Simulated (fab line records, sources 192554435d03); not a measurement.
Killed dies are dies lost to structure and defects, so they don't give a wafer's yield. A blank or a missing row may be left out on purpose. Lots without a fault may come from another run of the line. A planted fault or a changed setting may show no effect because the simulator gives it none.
fab line records | flow n5_finfet
record lots=7 wafers=21
route steps=1938 shown SD_EPI_P@312 SDB@373 GATE_CUT@469 MOL_CONTACT_COAG@531 BEOL_M0_SAQP@643 BEOL_M0_CUTY@713 BEOL_M0@715 BEOL_M1@783 BEOL_M2@884
start_h: hours from the record's first day to the start of the lot's first wafer shown | wait_h: hours since the lot's step before | " the same as in the row above | L1.1+2: a row that stands for several wafers | - no value, or no start given | * or withheld: withheld | < > ~ a bound
route shown NAME@n: a module of which the file shows steps, and the number in the route of the first | usual: mean/standard deviation of fault-free wafers | same: alike in all rows | chamber/n: place in a boat | sites: the reading at each site | _std_site: their standard deviation | _edge_site: outer sites' mean less inner sites' | radius_mm: how far each site lies from the wafer's centre | mask NAME#n: copy n | behind: the tool/chamber that last shaped the wafer | hold: why the lot was held/for how many hours/how that ended | device: the transistor (n, p or np) that didn't switch | end of line: the same wafers' tests at the end of the route | a step without rows: its recipe alone | killed: dies lost to structure and defects at the first sort, not the wafer's yield | map: a wafer's dies, x killed, . not, _ none there
set.NAME: the setting as run; set.NAME@STEP: as run at that earlier step | model.NAME: the simulator's own value behind a step, which no gauge read
lots whose settings were changed on purpose; a table a step, a row a wafer
## steps
# step N5_SD_EPI_P_ETCH_16
# recipe chemistry=CHF3/O2 target=SiO2 target_depth_a=50 mask_material=SOC pressure_mtorr=30 source_w=650 bias_w=170 Ar_flow_sccm=200 CHF3_flow_sccm=50 O2_flow_sccm=5 ion_energy_ev=200
# columns lot.wafer tool chamber start_h wait_h set.target_depth_a model.etch.depth_nm
L074.2 rie_diel-04 2 55.81 0.1 50 5.071
L074.4 " 1 " " 50 5.142
L074.6 " 0 " " 50 5.078
L077.3 rie_diel-03 1 73.80 0.1 47.04 4.769
L077.4 " 0 " " 47.04 4.793
L077.6 " 0 " " 50 5.094
L078.3 rie_diel-01 3 77.58 0.1 50 5.207
L078.5 " 3 " " 50 5.169
L078.6 " 2 " " 50 4.941
L079.2 rie_diel-01 0 83.22 0.1 50 5.061
L079.5 " 0 " " 50 5.1
L079.6 " 1 " " 50 5.087
L082.2 rie_diel-03 0 104.30 0.1 50 5.009
L082.4 " 2 " " 53.31 5.341
L082.6 " 3 " " 50 5.003
L094.3 rie_diel-03 1 179.56 0.1 50 5.039
L094.4 " 2 " " 55.51 5.634
L094.6 " 3 " " 55.51 5.599
L096.1 rie_diel-04 1 197.22 0.1 44.98 4.479
L096.2 " 2 " " 50 4.955
L096.6 " 2 " " 50 4.887
# step N5_SDB_ALD_29
# recipe material=SiNx target_thk_a=300 temp_c=400 ald_precursor_family=SiH2I2 ald_co_reactant=N2/H2-plasma pulse_time_s=1 ald_cycles=600 purge_time_s=2 co_reactant_purge_time_s=2 pressure_torr=2
# columns lot.wafer tool chamber start_h wait_h set.ald_cycles model.SiNx_of_SDB_ALD_29.thk_nm
L074.2+4 ald_sin-01 1,0 67.87 0.0 600 29.8
L074.6 " 2 69.22 1.4 600 29.6
L077.3 ald_sin-02 3 86.28 0.2 647 32.4
L077.4 " 1 " " 647 32.2
L077.6 " 2 87.63 1.5 600 30
L078.3+5 ald_sin-03 1,3 89.95 0.0 600 30
L078.6 " 0 91.30 1.4 695 34.6
L079.2 ald_sin-03 1 95.12 0.0 600 29.8
L079.5+6 " 3,0 96.47 1.4 600 30
L082.2 ald_sin-03 3 116.72 0.0 600 30.2
L082.4+6 " 0,3 118.08 1.4 600 30
L094.3+4 ald_sin-03 1,2 192.68 0.2 600 29.8
L094.6 " 1 194.03 1.5 637 31.6
L096.1 ald_sin-02 3 210.17 0.4 600 30
L096.2 " 2 " " 573 28.6
L096.6 " 2 211.52 1.7 600 29.8
# step N5_GATE_CUT_ETCH_58
# recipe chemistry=CH3F/O2 target=SiNx target_depth_a=170 time_s=128.6 ion_energy_ev=50 pressure_mtorr=30 source_w=415 bias_w=21 Ar_flow_sccm=150 CH3F_flow_sccm=30 O2_flow_sccm=20
# usual rf_vpp_V=99.2/0.99
# columns lot.wafer tool chamber start_h wait_h set.bias_w rf_vpp_V
L074.2 rie_diel-04 1 80.97 0.0 21 98.2
L074.4 " 3 " " 21 98.2
L074.6 " 0 " " 21 100.9
L077.3 rie_diel-04 3 99.05 0.0 21 98.8
L077.4 " 0 " " 21 98.8
L077.6 " 1 " " 21 98.5
L078.3 rie_diel-04 1 102.97 0.0 22.69 102.4
L078.5 " 0 " " 21 99.1
L078.6 " 3 " " 22.69 104.7
L079.2 rie_diel-01 2 108.09 0.1 21.96 100.7
L079.5 " 1 " " 21 100.2
L079.6 " 3 " " 21 100.6
L082.2 rie_diel-01 2 129.96 0.0 21 100.1
L082.4 " 0 " " 19.39 97.3
L082.6 " 0 " " 19.39 93.7
L094.3 rie_diel-03 2 205.74 0.1 18.18 91.4
L094.4 " 1 " " 18.18 90.8
L094.6 " 2 " " 21 99.8
L096.1 rie_diel-04 2 223.20 0.0 21 99.1
L096.2 " 0 " " 21 100.5
L096.6 " 2 " " 21 99.8
# step N5_MOL_CONTACT_COAG_ETCH_105
# recipe chemistry=CF4 target=SiARC target_depth_a=156 mask_material=CAR-EUV time_s=26 ion_energy_ev=80 pressure_mtorr=40 source_w=545 bias_w=36 Ar_flow_sccm=100 cf4_flow_sccm=100 ends=cleared
# usual rf_vpp_V=183.6/1.2
# columns lot.wafer tool chamber start_h wait_h set.bias_w rf_vpp_V
L074.2 rie_diel-06 3 89.03 0.0 36 183.9
L074.4 " 0 " " 36 183.7
L074.6 " 1 " " 36 185.3
L077.3 rie_diel-05 3 106.57 0.0 36 185.3
L077.4 " 1 " " 40.82 199.8
L077.6 " 1 " " 36 184.6
L078.3 rie_diel-02 0 110.88 0.0 36 181.8
L078.5 " 1 " " 36 184.1
L078.6 " 0 " " 36 183.9
L079.2 rie_diel-06 3 115.87 0.0 40.83 198.4
L079.5 " 3 " " 40.83 199.9
L079.6 " 2 " " 36 182.9
L082.2 rie_diel-02 2 137.74 0.0 36 184.8
L082.4 " 2 " " 38.96 193.7
L082.6 " 0 " " 36 182.7
L094.3 rie_diel-02 1 213.17 0.0 31.1 166.5
L094.4 " 2 " " 31.1 170.2
L094.6 " 0 " " 36 182.9
L096.1 rie_diel-05 3 231.69 0.0 36 182.4
L096.2 " 1 " " 32.48 171.3
L096.6 " 0 " " 32.48 171.0
# step N5_BEOL_M0_SAQP_COAT_08
# recipe resist=CAR-ArF spin_rpm=1500 resist_thk_nm=90
# columns lot.wafer tool chamber start_h wait_h set.spin_rpm model.CAR-ArF_of_BEOL_M0_SAQP_COAT_08.thk_nm
L074.2+4+6 litho_track-01 0 - - 1500 89.8
L077.3 litho_track-04 0 - - 1580 87.4
L077.4 " 0 " " 1500 89.8
L077.6 " 0 " " 1580 87.2
L078.3 litho_track-05 0 - - 1397 93.4
L078.5+6 " 0 " " 1500 90.2
L079.2 litho_track-05 0 - - 1413 93
L079.5+6 " 0 " " 1500 90.4
L082.2 litho_track-01 0 - - 1380 93.6
L082.4 " 0 " " 1500 89.8
L082.6 " 0 " " 1500 90
L094.3 litho_track-01 0 - - 1436 91.8
L094.4 " 0 " " 1500 89.8
L094.6 " 0 " " 1436 91.6
L096.1 litho_track-01 0 - - 1500 90.6
L096.2 " 0 " " 1548 88.8
L096.6 " 0 " " 1500 90.2
# step N5_BEOL_M0_SAQP_SPACER2_ALD_26
# recipe material=SiO2 target_thk_a=150 temp_c=300 ald_precursor_family=BDEAS ald_co_reactant=O2-plasma pulse_time_s=1 purge_time_s=2 co_reactant_purge_time_s=2 pressure_torr=2
# columns lot.wafer tool chamber start_h wait_h set.target_thk_a model.SiO2_of_BEOL_M0_SAQP_SPACER2_ALD_26.thk_nm
L074.2+4+6 ald_sin-03 2,2,0 111.82 0.1 150 15
L077.3 ald_sin-02 3 131.30 0.1 150 15
L077.4 " 0 " " 162.6 16.2
L077.6 " 3 " " 162.6 16.4
L078.3 ald_sin-02 3 132.86 0.1 132.5 13.2
L078.5+6 " 2,1 " " 150 14.8
L079.2+5 ald_sin-04 1 137.08 0.1 166.3 16.6
L079.6 " 0 " " 150 15
L082.2+4+6 ald_sin-03 3,2,1 162.06 0.1 150 15
L094.3+4+6 ald_sin-04 2,0,0 233.40 0.1 150 15
L096.1+2 ald_sin-02 2,3 257.89 0.1 150 15
L096.6 " 2 " " 144.4 14.4
# step N5_BEOL_M0_SAQP_SPACER2_ETCHBACK_27
# recipe chemistry=CHF3/O2 mode=anisotropic_etchback target=SiO2 target_depth_a=225 time_s=11.25 pressure_mtorr=30 source_w=650 bias_w=170 Ar_flow_sccm=200 CHF3_flow_sccm=50 O2_flow_sccm=5 ion_energy_ev=200
# step N5_BEOL_M0_SAQP_MANDREL2_REMOVE_110
# recipe chemistry=HBr/Cl2/O2 bt_time_s=10 target=a-Si stop_on=SiCN endpoint=OES-SiCl over_etch_frac=1 icp_w=600 bias_w=30 HBr_flow_sccm=150 Cl2_flow_sccm=80 O2_flow_sccm=5 pressure_mtorr=10
# columns lot.wafer tool chamber start_h wait_h set.target_thk_a@BEOL_M0_SAQP_SPACER2_ALD_26 model.BEOL_M0_SAQP.cd_nm
L074.2 rie_si-02 1 112.46 0.1 150 14.8
L074.4+6 " 0 " " 150 15
L077.3 rie_si-02 3 131.94 0.1 150 15.2
L077.4+6 " 2,0 " " 162.6 16.2
L078.3 rie_si-06 2 133.51 0.1 132.5 13.2
L078.5+6 " 1,2 " " 150 14.8
L079.2+5 rie_si-02 3,2 137.74 0.1 166.3 16.6
L079.6 " 3 " " 150 15
L082.2+4+6 rie_si-06 2,3,1 162.69 0.1 150 15
L094.3+4+6 rie_si-04 0,2,0 234.08 0.1 150 15
L096.1 rie_si-02 0 258.53 0.1 150 15
L096.2 " 2 " " 150 15.2
L096.6 " 1 " " 144.4 14.4
# step N5_BEOL_M0_SAQP_CD_MEAS_29
# recipe target_cd_nm=14.4 landing_energy_ev=1000 detector=se_inlens
# usual cd_nm=14.99/0.22
# columns lot.wafer tool chamber start_h wait_h set.target_thk_a@BEOL_M0_SAQP_SPACER2_ALD_26 cd_nm
L074.2 cd_sem-01 0 112.57 0.1 150 14.95
L074.4 " 0 " " 150 14.73
L074.6 " 0 " " 150 14.71
L077.3 cd_sem-03 0 132.05 0.1 150 15.29
L077.4 " 0 " " 162.6 16.21
L077.6 " 0 " " 162.6 16.27
L078.3 cd_sem-03 0 133.62 0.1 132.5 12.79
L078.5 " 0 " " 150 14.78
L078.6 " 0 " " 150 15.10
L079.2 cd_sem-02 0 137.85 0.1 166.3 16.95
L079.5 " 0 " " 166.3 16.53
L079.6 " 0 " " 150 14.94
L082.2 cd_sem-02 0 162.80 0.1 150 15.13
L082.4 " 0 " " 150 14.87
L082.6 " 0 " " 150 15.10
L094.3 cd_sem-02 0 234.19 0.1 150 14.95
L094.4 " 0 " " 150 14.99
L094.6 " 0 " " 150 15.17
L096.1 cd_sem-03 0 258.64 0.1 150 14.96
L096.2 " 0 " " 150 15.16
L096.6 " 0 " " 144.4 14.28
# step N5_BEOL_M0_SAQP_COAT_72
# recipe resist=SiARC temp_c=220 time_s=60 spin_rpm=1500 resist_thk_nm=15
# columns lot.wafer tool chamber start_h wait_h set.spin_rpm model.SiARC_of_BEOL_M0_SAQP_COAT_72.thk_nm
L074.2+4+6 litho_track-05 0 - - 1500 15
L077.3+6 litho_track-04 0 - - 1342 15.8
L077.4 " 0 " " 1500 15
L078.3+6 litho_track-01 0 - - 1500 15
L078.5 " 0 " " 1560 14.6
L079.2 litho_track-01 0 - - 1500 15
L079.5+6 " 0 " " 1644 14.2
L082.2+4+6 litho_track-01 0 - - 1500 15
L094.3+4 litho_track-01 0 - - 1611 14.4
L094.6 " 0 " " 1500 15
L096.1+6 litho_track-05 0 - - 1352 15.8
L096.2 " 0 " " 1500 15
# step N5_BEOL_M0_SAQP_COAT_87
# recipe resist=underlayer temp_c=205 time_s=60 spin_rpm=1500 resist_thk_nm=5
# step N5_BEOL_M0_SAQP_COAT_34
# recipe resist=CAR-EUV spin_rpm=1500 resist_thk_nm=30
# step N5_BEOL_M0_SAQP_DESCUM_45
# recipe chemistry=O2 time_s=7 source_power_w=50 bias_power_w=20 pressure_mtorr=20 rf_frequency_hz=2.712e+07 temp_c=40 resist=CAR-EUV o2_flow_sccm=225
# step N5_BEOL_M0_SAQP_ETCH_88
# recipe chemistry=N2/H2 target=underlayer target_depth_a=65 time_s=5.2 ion_energy_ev=200 mask_material=CAR-EUV pressure_mtorr=30 source_w=840 bias_w=150 n2_flow_sccm=200 h2_flow_sccm=200 ends=cleared
# step N5_BEOL_M0_SAQP_ETCH_73
# recipe chemistry=CF4 target=SiARC target_depth_a=195 mask_material=CAR-EUV time_s=32.5 ion_energy_ev=80 pressure_mtorr=40 source_w=545 bias_w=36 Ar_flow_sccm=100 cf4_flow_sccm=100 ends=cleared
# columns lot.wafer tool chamber start_h wait_h set.spin_rpm@BEOL_M0_SAQP_COAT_72 model.etch.depth_nm
L074.2 rie_diel-01 2 113.10 0.0 1500 15.04
L074.4 " 2 " " 1500 15.02
L074.6 " 3 " " 1500 14.99
L077.3 rie_diel-03 1 132.75 0.0 1342 15.88
L077.4 " 0 " " 1500 14.97
L077.6 " 1 " " 1342 15.85
L078.3 rie_diel-01 3 134.41 0.0 1500 14.9
L078.5 " 3 " " 1560 14.63
L078.6 " 2 " " 1500 14.95
L079.2 rie_diel-01 3 138.46 0.0 1500 14.92
L079.5 " 2 " " 1644 14.24
L079.6 " 3 " " 1644 14.25
L082.2 rie_diel-03 0 163.54 0.0 1500 15.01
L082.4 " 1 " " 1500 14.98
L082.6 " 2 " " 1500 14.99
L094.3+4 rie_diel-01 1,3 235.37 0.0 1611 14.46
L094.6 " 0 " " 1500 14.94
L096.1 rie_diel-03 2 259.13 0.0 1352 15.83
L096.2 " 3 " " 1500 15.06
L096.6 " 3 " " 1352 15.86
# step N5_BEOL_M0_CUTY_ETCH_63
# recipe chemistry=N2/H2 target=SOC target_depth_a=827 overetch_a=165 mask_material=SiARC temp_c=40 ion_energy_ev=200 time_s=124 pressure_mtorr=30 source_w=840 bias_w=150 n2_flow_sccm=200 h2_flow_sccm=200
# usual rf_vpp_V=522.5/2
# columns lot.wafer tool chamber start_h wait_h set.source_w set.target_thk_a@BEOL_M0_SAQP_SPACER2_ALD_26 rf_vpp_V model.SiO2_of_BEOL_M0_SAQP_SPACER2_ALD_26.thk_nm
L074.2 rie_diel-05 2 114.69 0.0 840 150 526.3 7
L074.4 " 3 " " 840 150 523.0 7
L074.6 " 0 " " 840 150 522.7 7
L077.3 rie_diel-05 1 134.37 0.0 942.1 150 501.6 6.8
L077.4 " 2 " " 840 162.6 525.1 8.4
L077.6 " 1 " " 942.1 162.6 501.8 8
L078.3 rie_diel-02 1 135.83 0.0 840 132.5 519.9 5.2
L078.5 " 1 " " 747.5 150 540.8 7.4
L078.6 " 2 " " 840 150 526.0 7
L079.2 rie_diel-06 3 140.68 0.0 718.7 166.3 547.6 9.2
L079.5 " 0 " " 718.7 166.3 549.8 9.2
L079.6 " 1 " " 840 150 523.9 7.2
L082.2 rie_diel-02 3 164.88 0.0 840 150 520.4 7
L082.4 " 2 " " 697.7 150 560.1 7.6
L082.6 " 3 " " 697.7 150 553.9 7.6
L094.3 rie_diel-05 3 236.96 0.0 840 150 522.9 7.2
L094.4 " 1 " " 840 150 523.0 7.2
L094.6 " 1 " " 840 150 521.6 7.2
L096.1 rie_diel-02 1 260.61 0.0 840 150 520.6 7.2
L096.2 " 3 " " 927.3 150 502.3 7
L096.6 " 1 " " 927.3 144.4 501.9 6.4
# step N5_BEOL_M0_CUTY_STRIP_64
# recipe chemistry=N2/H2 temp_c=40 n2_flow_sccm=200 h2_flow_sccm=200 rf_frequency_hz=6e+07
# step N5_BEOL_M0_ETCH_138
# recipe chemistry=CH3F/O2 target_depth_a=120 target=SiCN time_s=31.6 ion_energy_ev=120 pressure_mtorr=30 source_w=395 bias_w=75 Ar_flow_sccm=150 CH3F_flow_sccm=30 O2_flow_sccm=20 ends=cleared
# step N5_BEOL_M0_HM_OPEN_105
# recipe chemistry=Cl2/BCl3 target_depth_a=120 target=TiN ion_energy_ev=150 pressure_mtorr=10 icp_w=1000 bias_w=126 Cl2_flow_sccm=53.25 bcl3_flow_sccm=21.75 Ar_flow_sccm=25
# columns lot.wafer tool chamber start_h wait_h set.target_thk_a@BEOL_M0_SAQP_SPACER2_ALD_26 model.SiO2_of_BEOL_M0_SAQP_SPACER2_ALD_26.thk_nm
L074.2+6 rie_metal-01 0 115.04 0.2 150 2.6
L074.4 " 0 " " 150 2.4
L078.3 rie_metal-01 1 136.41 0.4 132.5 1.6
L078.5 " 1 " " 150 3
L078.6 " 0 " " 150 2.6
L077.3 rie_metal-02 0 136.42 1.9 150 2.4
L077.4 " 1 " " 162.6 4
L077.6 " 1 " " 162.6 3.8
L079.2 rie_metal-02 1 145.64 4.8 166.3 4.8
L079.5 " 0 " " 166.3 4.6
L079.6 " 1 " " 150 2.8
L082.2 rie_metal-01 1 165.24 0.2 150 2.8
L082.4+6 " 1 " " 150 3.2
L094.3+4+6 rie_metal-03 0,1,0 245.81 8.7 150 2.8
L096.1 rie_metal-02 1 260.83 0.1 150 2.8
L096.2 " 0 " " 150 2.6
L096.6 " 1 " " 144.4 2
# step N5_BEOL_M1_EXPOSE_25
# recipe mask_id=V0 na=0.33 source_shape=quasar sigma_inner=0.2 sigma_outer=0.8 polarization=unpolarized defocus_nm=5 target_cd_nm=24 dose_mj=63
# columns lot.wafer tool chamber start_h wait_h mask set.dose_mj
L074.2+4+6 euv_scanner-02 0 122.23 - V0#0 63
L078.3+5+6 euv_scanner-02 0 141.06 - V0#0 63
L077.3+6 euv_scanner-02 0 141.71 - V0#0 63
L077.4 " 0 " " V0#0 64.81
L079.2+6 euv_scanner-02 0 152.32 - V0#0 63
L079.5 " 0 " " V0#0 61.18
L082.2+6 euv_scanner-02 0 172.69 - V0#0 63
L082.4 " 0 " " V0#0 61.13
L094.3+6 euv_scanner-01 0 253.39 - V0#0 63
L094.4 " 0 " " V0#0 61.53
L096.1+6 euv_scanner-01 0 265.62 - V0#0 67.24
L096.2 " 0 " " V0#0 63
# step N5_BEOL_M1_ALD_98
# recipe material=SiO2 target_thk_a=25 temp_c=100 ald_precursor_family=BDEAS ald_co_reactant=O2-plasma pulse_time_s=1 co_reactant_pulse_time_s=1 purge_time_s=2 co_reactant_purge_time_s=2 ald_cycles=17 pressure_torr=2
# columns lot.wafer tool chamber start_h wait_h set.temp_c
L074.2+4+6 ald_sin-03 3,2,2 122.63 0.1 100
L078.3+5+6 ald_sin-03 1,3,0 141.64 0.2 100
L077.3+4+6 ald_sin-01 3,2,3 142.17 0.1 103.9
L079.2+5+6 ald_sin-02 3,2,1 152.73 0.1 100
L082.2+4+6 ald_sin-01 0,2,1 173.08 0.1 100
L094.3+6 ald_sin-02 0,1 254.29 0.1 100
L094.4 " 1 " " 102
L096.1+2+6 ald_sin-01 3,1,3 266.27 0.1 100
# step N5_BEOL_M1_ETCHBACK_99
# recipe chemistry=CHF3 target=SiO2 target_depth_a=50 time_s=10.4 source_w=215 bias_w=47 Ar_flow_sccm=200 CHF3_flow_sccm=12 ion_energy_ev=100 pressure_mtorr=30
# step N5_BEOL_M1_ETCH_70
# recipe chemistry=N2/H2 target=SOC target_depth_a=800 overetch_a=160 mask_material=SiARC temp_c=40 time_s=120 ion_energy_ev=200 pressure_mtorr=30 source_w=840 bias_w=150 n2_flow_sccm=200 h2_flow_sccm=200
# step N5_BEOL_M1_STRIP_71
# recipe chemistry=N2/H2 temp_c=40 n2_flow_sccm=200 h2_flow_sccm=200 rf_frequency_hz=6e+07
# step N5_BEOL_M1_STRIP_78
# recipe chemistry=N2/H2 temp_c=40 n2_flow_sccm=200 h2_flow_sccm=200 rf_frequency_hz=6e+07
# step N5_BEOL_M1_VIA_ETCH_34
# recipe chemistry=C4F6/O2 target_depth_a=678 mask_material=SOC pressure_mtorr=15 ion_energy_ev=250 taper_deg=4 time_s=64.4 source_w=350 bias_w=170 Ar_flow_sccm=300 C4F6_flow_sccm=10 O2_flow_sccm=10
# columns lot.wafer tool chamber start_h wait_h set.dose_mj@BEOL_M1_EXPOSE_25 model.BEOL_M1.cd_nm
L074.2+4 rie_diel-01 2,1 122.91 0.0 63 18
L074.6 " 2 " " 63 18.2
L078.3 rie_diel-01 3 142.41 0.0 63 18
L078.5 " 0 " " 63 17.8
L078.6 " 1 " " 63 18.2
L077.3+6 rie_diel-03 3,1 146.19 0.0 63 17.8
L077.4 " 2 " " 64.81 18.6
L079.2 rie_diel-04 2 153.96 0.0 63 18.2
L079.5 " 0 " " 61.18 17.4
L079.6 " 3 " " 63 17.8
L082.2 rie_diel-03 2 174.35 0.0 63 17.4
L082.4 " 0 " " 61.13 17
L082.6 " 0 " " 63 17.6
L094.3 rie_diel-01 2 254.56 0.0 63 18
L094.4 " 3 " " 61.53 17.4
L094.6 " 3 " " 63 17.8
L096.1 rie_diel-01 3 275.47 0.0 67.24 19
L096.2 " 1 " " 63 17.8
L096.6 " 0 " " 67.24 19.2
# step N5_BEOL_M2_ETCH_70
# recipe chemistry=N2/H2 target=SOC target_depth_a=800 overetch_a=240 mask_material=SiARC temp_c=40 time_s=130 ion_energy_ev=200 pressure_mtorr=30 source_w=840 bias_w=150 n2_flow_sccm=200 h2_flow_sccm=200
# usual rf_vpp_V=522.4/2.3
# columns lot.wafer tool chamber start_h wait_h set.source_w rf_vpp_V model.SiARC_of_BEOL_M2_COAT_68.thk_nm
L074.2 rie_diel-05 2 138.91 0.0 840 525.1 6
L074.4 " 1 " " 840 523.8 5.8
L074.6 " 1 " " 840 523.0 5.8
L078.3 rie_diel-02 0 150.64 0.0 793.3 530.5 6.4
L078.5 " 0 " " 840 521.1 6
L078.6 " 3 " " 840 519.5 5.8
L077.3 rie_diel-06 0 159.08 0.0 751.2 540.9 6.2
L077.4 " 2 " " 751.2 541.5 6.2
L077.6 " 1 " " 840 522.4 5.8
L079.2 rie_diel-02 3 163.34 0.0 974.3 496.7 5.2
L079.5 " 1 " " 974.3 496.2 5.4
L079.6 " 0 " " 840 520.5 6.2
L082.2 rie_diel-05 0 194.22 0.0 702.5 553.9 6.4
L082.4 " 3 " " 702.5 554.1 6.4
L082.6 " 2 " " 702.5 558.2 6.4
L094.3 rie_diel-05 2 263.01 0.0 840 524.3 5.8
L094.4 " 2 " " 912.8 511.7 5.4
L094.6 " 0 " " 912.8 507.8 5.4
L096.1 rie_diel-05 2 284.08 0.0 840 524.4 5.8
L096.2 " 1 " " 840 523.2 5.8
L096.6 " 1 " " 840 522.6 5.8
## key
split step=N5_SD_EPI_P_ETCH_16 setting=target_depth_a stated=50 by=wafer
response step=N5_SD_EPI_P_ETCH_16 reading=model.etch.depth_nm change=+0.0494 per=1% r=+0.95
split step=N5_SDB_ALD_29 setting=ald_cycles stated=600 by=wafer
response step=N5_SDB_ALD_29 reading=model.SiNx_of_SDB_ALD_29.thk_nm change=+0.291 per=1% r=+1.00
split step=N5_GATE_CUT_ETCH_58 setting=bias_w stated=21 by=wafer
response step=N5_GATE_CUT_ETCH_58 reading=rf_vpp_V change=+0.584 per=1% r=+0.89
split step=N5_MOL_CONTACT_COAG_ETCH_105 setting=bias_w stated=36 by=wafer
response step=N5_MOL_CONTACT_COAG_ETCH_105 reading=rf_vpp_V change=+1.14 per=1% r=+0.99
split step=N5_BEOL_M0_SAQP_COAT_08 setting=spin_rpm stated=1500 by=wafer
response step=N5_BEOL_M0_SAQP_COAT_08 reading=model.CAR-ArF_of_BEOL_M0_SAQP_COAT_08.thk_nm change=-0.462 per=1% r=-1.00
split step=N5_BEOL_M0_SAQP_SPACER2_ALD_26 setting=target_thk_a stated=150 by=wafer
response step=N5_BEOL_M0_SAQP_SPACER2_ALD_26 reading=model.SiO2_of_BEOL_M0_SAQP_SPACER2_ALD_26.thk_nm change=+0.145 per=1% r=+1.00
response step=N5_BEOL_M0_SAQP_MANDREL2_REMOVE_110 reading=model.BEOL_M0_SAQP.cd_nm change=+0.139 per=1% r=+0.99
response step=N5_BEOL_M0_SAQP_CD_MEAS_29 reading=cd_nm change=+0.164 per=1% r=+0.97
response step=N5_BEOL_M0_CUTY_ETCH_63 reading=model.SiO2_of_BEOL_M0_SAQP_SPACER2_ALD_26.thk_nm change=+0.175 per=1% r=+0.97
response step=N5_BEOL_M0_HM_OPEN_105 reading=model.SiO2_of_BEOL_M0_SAQP_SPACER2_ALD_26.thk_nm change=+0.147 per=1% r=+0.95
split step=N5_BEOL_M0_SAQP_COAT_72 setting=spin_rpm stated=1500 by=wafer
response step=N5_BEOL_M0_SAQP_COAT_72 reading=model.SiARC_of_BEOL_M0_SAQP_COAT_72.thk_nm change=-0.0809 per=1% r=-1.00
response step=N5_BEOL_M0_SAQP_ETCH_73 reading=model.etch.depth_nm change=-0.0766 per=1% r=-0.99
split step=N5_BEOL_M0_CUTY_ETCH_63 setting=source_w stated=840 by=wafer
response step=N5_BEOL_M0_CUTY_ETCH_63 reading=rf_vpp_V change=-1.89 per=1% r=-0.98
split step=N5_BEOL_M1_EXPOSE_25 setting=dose_mj stated=63 by=wafer
response step=N5_BEOL_M1_VIA_ETCH_34 reading=model.BEOL_M1.cd_nm change=+0.203 per=1% r=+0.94
split step=N5_BEOL_M1_ALD_98 setting=temp_c stated=100 by=wafer
response none clear
split step=N5_BEOL_M2_ETCH_70 setting=source_w stated=840 by=wafer
response step=N5_BEOL_M2_ETCH_70 reading=rf_vpp_V change=-1.62 per=1% r=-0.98
response step=N5_BEOL_M2_ETCH_70 reading=model.SiARC_of_BEOL_M2_COAT_68.thk_nm change=-0.0525 per=1% r=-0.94
